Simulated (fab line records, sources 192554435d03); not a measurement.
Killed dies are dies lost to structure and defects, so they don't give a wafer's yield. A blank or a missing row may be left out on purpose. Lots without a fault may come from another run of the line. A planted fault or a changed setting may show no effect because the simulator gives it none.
A struck lot beside a sound one | flow n5_finfet | 15 steps out of a route of 1938
Sound: wafers L323.2, L323.3, L323.5. Struck: wafer L336.3. (L336.1 of the same lot was not struck and is left out.) The cause comes at the end.
At each step with rows: each side's tool, then ch and its chambers, then its first start. Under that, the readings that differ: sound wafers | struck wafers | difference of the means | sigmas: that difference in standard deviations of wafers without a fault.
alike: readings whose means differ by less than 2 such deviations, and words and numbers that are the same on both sides. not compared: withheld readings, readings that some wafer has no value for, bounds like >300 that may hide the same value, and numbers for which the record gives no deviation and whose values overlap.
The two part at a step that has a row with sigmas, a row that says differs or no value, or rows on one side only. Numbers that don't overlap but have no deviation are shown without sigmas and don't part them. A reading that every wafer of one side lacks parts them only if that side has two wafers or more.

N5_BEOL_M11_STRIP_77: strips in N2/H2, time 10 s.
  sound on rie_diel-06 ch 1,2,3; struck on rie_diel-04 ch 2
  alike: drypump_motor_current_A, n2_flow_sccm, oes_product_au, rf_vpp_V, showerhead_plenum_p_Torr, throttle_valve_pct
  not compared: rf_hours_counter_h
N5_BEOL_M11_OCD_MEAS_38:
  sound on ocd-01, day 12 15:22; struck on ocd-01, day 17 04:43
  alike: trench_depth_nm
then, 4 steps without rows for these wafers: N5_BEOL_M11_HM_STRIP_39 (strips TiN in peroxide tin strip, target depth 25 nm, time 158 s); N5_BEOL_M11_SRD_40 (time 30 s); N5_BEOL_M11_PRECLEAN_42 (cleans in residue remover, time 60 s); N5_BEOL_M11_SRD_43 (time 30 s).
N5_BEOL_M11_CD_MEAS_35: target cd 70 nm.
  sound on cd_sem-02, day 12 15:31; struck on cd_sem-02, day 17 04:52
  alike: cd_nm
N5_BEOL_M11_CURE_72: cures SiCOH lowk, time 120 s.
  sound on uv_cure-02 ch 0, day 12 15:41; struck on uv_cure-02 ch 1, day 17 04:59
  alike: lamp_power_pct, wafer_temp_C_max
N5_BEOL_M11_DEGAS_44: time 60 s.
  sound on pvd_sputter-01, day 12 15:58; struck on pvd_sputter-01, day 17 05:20
  alike: heater_power_w
N5_BEOL_M11_PRE_CLEAN_45: time 30 s.
  sound on pvd_sputter-01, day 12 16:01; struck on pvd_sputter-01, day 17 05:23
  alike: heater_power_w
then, 1 step without rows for these wafers: N5_BEOL_M11_ALD_74 (deposits TaN, target thk 2 nm, pulse time 2 s, purge time 3 s).
N5_BEOL_M11_SURFACE_TREAT_76:
  sound on pvd_sputter-01, day 12 16:26; struck on pvd_sputter-03, day 17 05:59
  not compared: throttle_valve_pct
N5_BEOL_M11_CVD_75: deposits Co from CCTBA/H2, target thk 2 nm, time 138.9 s.
  sound on cvd_co-02 ch 1,2, day 12 16:31; struck on cvd_co-01 ch 2, day 17 06:02
  reading                      | sound             | struck | difference | sigmas
  chamber_pressure_Torr (Torr) | 29.89 30.02 30.02 | 30.13  | +0.15      | +2
  run_length_s (s)             | 162.1 162.3 162.1 | 73.6   | -88.6      | -99 or more
then, 1 step without rows for these wafers: N5_BEOL_M11_SPUTTER_48 (material Cu, target thk 12 nm, time 2 s).
N5_PASSIVATION_PROBE_49:
  the record has rows for the sound wafers here (prober-01, day 14 07:04) and none for the struck ones

WHERE THEY PART
First at N5_BEOL_M11_CVD_75; last, within this record, at N5_PASSIVATION_PROBE_49.

WHY: what the simulator had put in
Process parameter drift: cvd_co-01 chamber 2, from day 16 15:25 on, at N5_BEOL_M11_CVD_75. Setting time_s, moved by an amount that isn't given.
